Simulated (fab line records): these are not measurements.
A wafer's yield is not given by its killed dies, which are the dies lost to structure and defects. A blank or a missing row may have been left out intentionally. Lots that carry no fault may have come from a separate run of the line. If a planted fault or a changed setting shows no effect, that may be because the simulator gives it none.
Comparing a struck lot with a sound one :: flow n5_finfet :: 16 out of 1938 route steps
Sound: the wafers L844.3, L844.4, L844.5. Struck: wafer L857.6; the same lot's L857.1 was not struck, so it is left out; see the end for the cause.
For every step that has rows: the tool of each side, followed by ch and its chambers, followed by its first start. Under that, the readings that differ: sound wafers :: struck wafers :: difference of the means :: sigmas: that difference in standard deviations of wafers without a fault.
alike: words and numbers the same on both sides, and readings whose means are apart by under 2 such deviations; not compared: readings that were withheld, readings missing a value for some wafer, numbers with overlapping values and no deviation given by the record, and bounds like >300 which may hide the same value.
Wherever a step has rows on one side only, a row that says differs or no value, or a row with sigmas, the two part there. Numbers that don't overlap but have no deviation are shown without sigmas and don't part them. A reading that every wafer of one side lacks parts them only if that side has two wafers or more.

N5_BEOL_M3_SPUTTER_90: material Cu, target thk 4.5 nm, time 8.29 s.
  sound on pvd_sputter-01, day 8 22:32; struck on pvd_sputter-02, day 12 08:19
  alike: chuck_sensor_temp_C, throttle_valve_pct
then, 2 steps without rows for these wafers: N5_BEOL_M3_ANNEAL_91 (time 240 s); N5_BEOL_M3_SPUTTER_92 (material Cu, target thk 4.5 nm, time 8.29 s).
N5_BEOL_M3_ANNEAL_93: time 240 s.
  sound on pvd_sputter-01, day 8 22:50; struck on pvd_sputter-02, day 12 08:37
  alike: heater_power_w
then, 1 step without rows for these wafers: N5_BEOL_M3_SPUTTER_94 (material Cu, target thk 4.5 nm, time 8.29 s).
N5_BEOL_M3_ANNEAL_95: time 240 s.
  sound on pvd_sputter-01, day 8 23:04; struck on pvd_sputter-02, day 12 08:50
  alike: heater_power_w
then, 2 steps without rows for these wafers: N5_BEOL_M3_SPUTTER_96 (material Cu, target thk 4.5 nm, time 8.29 s); N5_BEOL_M3_ECD_50 (material Cu, target thk 300 nm).
N5_BEOL_M3_ANNEAL_51: time 90 s.
  sound on rtp_anneal-02 ch 0, day 8 23:29; struck on rtp_anneal-02 ch 0, day 12 09:11
  alike: wafer_temp_C_max
N5_BEOL_M3_CMP_52: polishes, stops on SiOC, t overpolish 6.8 s, target thk 40 nm.
  sound on cmp-02 ch 0,1,3, day 8 23:41; struck on cmp-04 ch 1, day 12 09:33
reading: overpolish_run_s (s)
sound: 6.821 6.800 6.800
struck: 6.785
difference: -0.022
sigmas: -2

reading: time_to_endpoint_s (s)
sound: 61 56 58
struck: 66
difference: +8
sigmas: +2
  alike: barrier_field_endpoint_s, motor_current_A
N5_BEOL_M3_THK_MEAS_53: measures by xrf.
  sound on film_metro-02, day 8 23:59; struck on film_metro-02, day 12 09:46
  alike: M3_THK
then, 1 step without rows for these wafers: N5_BEOL_M3_PRE_CLEAN_60 (time 15 s).
N5_BEOL_M3_CO_CAP_55: material Co, precursor CCTBA/H2, target thk 2 nm, time 102.1 s.
  sound on cvd_co-01 ch 0,1,2, day 9 00:04; struck on cvd_co-02 ch 2, day 12 09:51
reading: run_length_s (s)
sound: 124.9 125.3 125.1
struck: 66.8
difference: -58.3
sigmas: -99 or more

reading: model.Co_of_BEOL_M3_CO_CAP_55.thk_nm (nm)
sound: 1.8 2 1.8
struck: 1
difference: -1
sigmas: 
  alike: chamber_pressure_Torr, heater_power_w
then, 1 step without rows for these wafers: N5_BEOL_M3_PRE_CLEAN_56 (time 15 s).
N5_BEOL_M4_RC_MEAS_101:
  sound on prober-02 ch 0, day 9 16:00; struck on prober-02 ch 0, day 13 05:08
reading: IOFF_N (nA/um)
sound: 0.11 0.17 0.12
struck: 0.21
difference: +0.08
sigmas: +2

reading: IOFF_P (nA/um)
sound: 0.14 0.20 0.17
struck: 0.25
difference: +0.08
sigmas: +2

reading: ION_N (uA/um)
sound: 642 656 637
struck: 683
difference: +38
sigmas: +3

reading: ION_P (uA/um)
sound: 438 449 447
struck: 468
difference: +23
sigmas: +3

reading: SS_N (mV/dec)
sound: 70.5 71.0 70.9
struck: 72.3
difference: +1.5
sigmas: +2

reading: VT_N (mV)
sound: 260 250 259
struck: 245
difference: -11
sigmas: -3

reading: VT_P (mV)
sound: -257 -254 -257
struck: -246
difference: +10
sigmas: +3
  alike: DIBL_N, DIBL_P, SS_P
-- a jump in the record: the struck wafers' starts before and after are 5 days apart (it breaks off in module BEOL_M4 and resumes in module PASSIVATION, where the first step shown is number 1936 of the route) --
N5_PASSIVATION_PROBE_49:
  record: rows for the struck wafers here (prober-01, day 18 01:23), none for the sound ones

== WHERE THEY PART ==
At N5_BEOL_M3_CMP_52 first; at N5_PASSIVATION_PROBE_49 last (within this record only).

WHY: whatever the simulator had introduced
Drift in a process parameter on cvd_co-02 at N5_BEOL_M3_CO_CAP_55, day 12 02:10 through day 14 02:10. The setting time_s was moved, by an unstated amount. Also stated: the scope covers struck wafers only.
